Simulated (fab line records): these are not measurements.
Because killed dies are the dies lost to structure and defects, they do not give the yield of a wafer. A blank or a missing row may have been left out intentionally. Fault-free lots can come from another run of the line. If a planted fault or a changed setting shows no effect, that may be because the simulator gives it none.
Which tool is to blame? :: flow nandHarc :: Sampling: 14 lots, 42 wafers, 4 of 1302 route steps

## WHAT THE GAUGES SHOWED, per wafer
NHARC_A_DECK1_JOINT_INSPECT_05. Usual: rawDefectCount 365, standard deviation 150.
lot: L742
measured: day 12 18:55
on: defectInspect-01
rawDefectCount: 336 317 461
flag: 

lot: L743
measured: day 12 18:55
on: defectInspect-02
rawDefectCount: 542 672 513
flag: 

lot: L744
measured: day 13 09:49
on: defectInspect-01
rawDefectCount: 275 168 249
flag: 

lot: L746
measured: day 14 02:58
on: defectInspect-02
rawDefectCount: 299 408 320
flag: 

lot: L745
measured: day 14 07:01
on: defectInspect-02
rawDefectCount: 633 242 349
flag: 

lot: L747
measured: day 15 01:40
on: defectInspect-02
rawDefectCount: 454 437 481
flag: 

lot: L749
measured: day 15 09:59
on: defectInspect-01
rawDefectCount: 758 342 371
flag: 

lot: L750
measured: day 16 00:32
on: defectInspect-01
rawDefectCount: 153 267 300
flag: 

lot: L753
measured: day 16 18:04
on: defectInspect-02
rawDefectCount: 268 319 298
flag: 

lot: L759
measured: day 19 15:46
on: defectInspect-02
rawDefectCount: 511 361 413
flag: 

lot: L760
measured: day 19 15:46
on: defectInspect-01
rawDefectCount: 558 526 480
flag: 

lot: L763
measured: day 21 04:57
on: defectInspect-01
rawDefectCount: 225 217 150
flag: 

lot: L764
measured: day 21 11:43
on: defectInspect-02
rawDefectCount: 487 401 370
flag: 

lot: L765
measured: day 22 02:22
on: defectInspect-01
rawDefectCount: 242 228 312
flag: 

NHARC_A_ONON_D2_THK_MEAS_05: measures by ellipsometry. Usual: thkNm 1001 nm, standard deviation 8.8.
lot: L742
measured: day 12 20:04
on: filmMetro-02
thkNm (nm): 998 998 999
flag: 

lot: L743
measured: day 12 20:04
on: filmMetro-01
thkNm (nm): 989 986 987
flag: 

lot: L744
measured: day 13 10:57
on: filmMetro-01
thkNm (nm): 1013 1013 1014
flag: 

lot: L746
measured: day 14 04:07
on: filmMetro-01
thkNm (nm): 1006 1004 1004
flag: 

lot: L745
measured: day 14 08:10
on: filmMetro-01
thkNm (nm): 996 995 997
flag: 

lot: L747
measured: day 15 02:49
on: filmMetro-02
thkNm (nm): 999 1001 999
flag: 

lot: L749
measured: day 15 11:07
on: filmMetro-02
thkNm (nm): 1011 1012 1011
flag: 

lot: L750
measured: day 16 01:41
on: filmMetro-02
thkNm (nm): 993 901 903
flag: OFF

lot: L753
measured: day 16 19:38
on: filmMetro-01
thkNm (nm): 918 918 918
flag: OFF

lot: L759
measured: day 19 16:55
on: filmMetro-02
thkNm (nm): 996 995 994
flag: 

lot: L760
measured: day 19 16:55
on: filmMetro-01
thkNm (nm): 1010 1013 1012
flag: 

lot: L763
measured: day 21 06:05
on: filmMetro-01
thkNm (nm): 1005 1005 1005
flag: 

lot: L764
measured: day 21 12:51
on: filmMetro-01
thkNm (nm): 1005 1003 1003
flag: 

lot: L765
measured: day 22 03:31
on: filmMetro-02
thkNm (nm): 997 997 998
flag: 

NHARC_END_SORT_01. Usual: killedAtArray 55, standard deviation 19; killedAtOther 0.9, standard deviation 1.4; killedAtPeriphery 3.8, standard deviation 2.9; killedDies 60, standard deviation 19; killedOpen 3.3, standard deviation 1.8; killedShort 2.6, standard deviation 1.6.
lot: L750
measured: day 28 05:26
on: prober-01
killedAtArray: 25 663 672
killedAtOther: 2 3 1
killedAtPeriphery: 1 11 4
killedDies: 28 677 677
killedOpen: 2 3 4
killedShort: 3 2 1
flag: OFF

lot: L753
measured: day 29 16:59
on: prober-02
killedAtArray: 669 671 672
killedAtOther: 3 1 1
killedAtPeriphery: 5 5 4
killedDies: 677 677 677
killedOpen: 7 4 3
killedShort: 1 1 1
flag: OFF

## TOOL THAT RAN EACH LOT (tool first, then ch and the chambers of the sampled wafers, then the start)
lot: L742
NHARC_A_ONON_D2_DEP_03: pecvdOnon-02 ch 0, day 12 19:32

lot: L743
NHARC_A_ONON_D2_DEP_03: pecvdOnon-01 ch 0, day 12 19:40

lot: L744
NHARC_A_ONON_D2_DEP_03: pecvdOnon-02 ch 0, day 13 10:34

lot: L746
NHARC_A_ONON_D2_DEP_03: pecvdOnon-02 ch 0, day 14 03:47

lot: L745
NHARC_A_ONON_D2_DEP_03: pecvdOnon-01 ch 0, day 14 07:42

lot: L747
NHARC_A_ONON_D2_DEP_03: pecvdOnon-04 ch 0, day 15 02:18

lot: L749
NHARC_A_ONON_D2_DEP_03: pecvdOnon-01 ch 0, day 15 10:37

lot: L750
NHARC_A_ONON_D2_DEP_03: pecvdOnon-01 ch 0, day 16 01:11

lot: L753
NHARC_A_ONON_D2_DEP_03: pecvdOnon-01 ch 0, day 16 19:14

lot: L759
NHARC_A_ONON_D2_DEP_03: pecvdOnon-01 ch 0, day 19 16:24

lot: L760
NHARC_A_ONON_D2_DEP_03: pecvdOnon-02 ch 0, day 19 16:25

lot: L763
NHARC_A_ONON_D2_DEP_03: pecvdOnon-04 ch 0, day 21 05:35

lot: L764
NHARC_A_ONON_D2_DEP_03: pecvdOnon-01 ch 0, day 21 12:20

lot: L765
NHARC_A_ONON_D2_DEP_03: pecvdOnon-01 ch 0, day 22 03:04
- NHARC_A_ONON_D2_DEP_03: target thk 1000 nm.

## AS READ BY THE TOOLS THEMSELVES (means over the sampled wafers that have a number; for cases with no such wafer, the mark the record gives instead)
NHARC_A_ONON_D2_DEP_03. Usual: sih4FlowSccm 210.0 sccm, standard deviation 0.7.
lot: L742
tool: pecvdOnon-02
sih4FlowSccm (sccm): 209.8
flag: 

lot: L743
tool: pecvdOnon-01
sih4FlowSccm (sccm): 209.8
flag: 

lot: L744
tool: pecvdOnon-02
sih4FlowSccm (sccm): 210.6
flag: 

lot: L746
tool: pecvdOnon-02
sih4FlowSccm (sccm): 210.1
flag: 

lot: L745
tool: pecvdOnon-01
sih4FlowSccm (sccm): 210.1
flag: 

lot: L747
tool: pecvdOnon-04
sih4FlowSccm (sccm): 209.8
flag: 

lot: L749
tool: pecvdOnon-01
sih4FlowSccm (sccm): 209.8
flag: 

lot: L750
tool: pecvdOnon-01
sih4FlowSccm (sccm): 210.5
flag: 

lot: L753
tool: pecvdOnon-01
sih4FlowSccm (sccm): 210.9
flag: 

lot: L759
tool: pecvdOnon-01
sih4FlowSccm (sccm): 210.3
flag: 

lot: L760
tool: pecvdOnon-02
sih4FlowSccm (sccm): 209.6
flag: 

lot: L763
tool: pecvdOnon-04
sih4FlowSccm (sccm): 209.2
flag: 

lot: L764
tool: pecvdOnon-01
sih4FlowSccm (sccm): 209.5
flag: 

lot: L765
tool: pecvdOnon-01
sih4FlowSccm (sccm): 210.2
flag: 

## THE ANSWER, worked out from the rows above alone
Rule: a lot counts as off when the mean over its wafers that have a number is more than 3 standard deviations away from the usual mean. A lot without any number at a reading at which 4 lots or more have one is off too. Where the step has rows for the other lots, those lots are counted as sound. First the gauges in route order, then the tools' own readings, where a lot's mean is used as printed above. At the first step where some lot is off, the reading lying furthest off is the one used; lots without a number count as furthest.
Off: L750, L753, at NHARC_A_ONON_D2_THK_MEAS_05 (thkNm).
A tool fits if, at a process step before that reading, it ran every lot that is off, and no sound lot after the first of them. The gauges at NHARC_A_ONON_D2_THK_MEAS_05 aren't tried: what is off there is off at NHARC_END_SORT_01 too, on other tools, and a gauge's error can't cause that. Of those tried, none fits.

## WHAT THE SIMULATOR PUT IN
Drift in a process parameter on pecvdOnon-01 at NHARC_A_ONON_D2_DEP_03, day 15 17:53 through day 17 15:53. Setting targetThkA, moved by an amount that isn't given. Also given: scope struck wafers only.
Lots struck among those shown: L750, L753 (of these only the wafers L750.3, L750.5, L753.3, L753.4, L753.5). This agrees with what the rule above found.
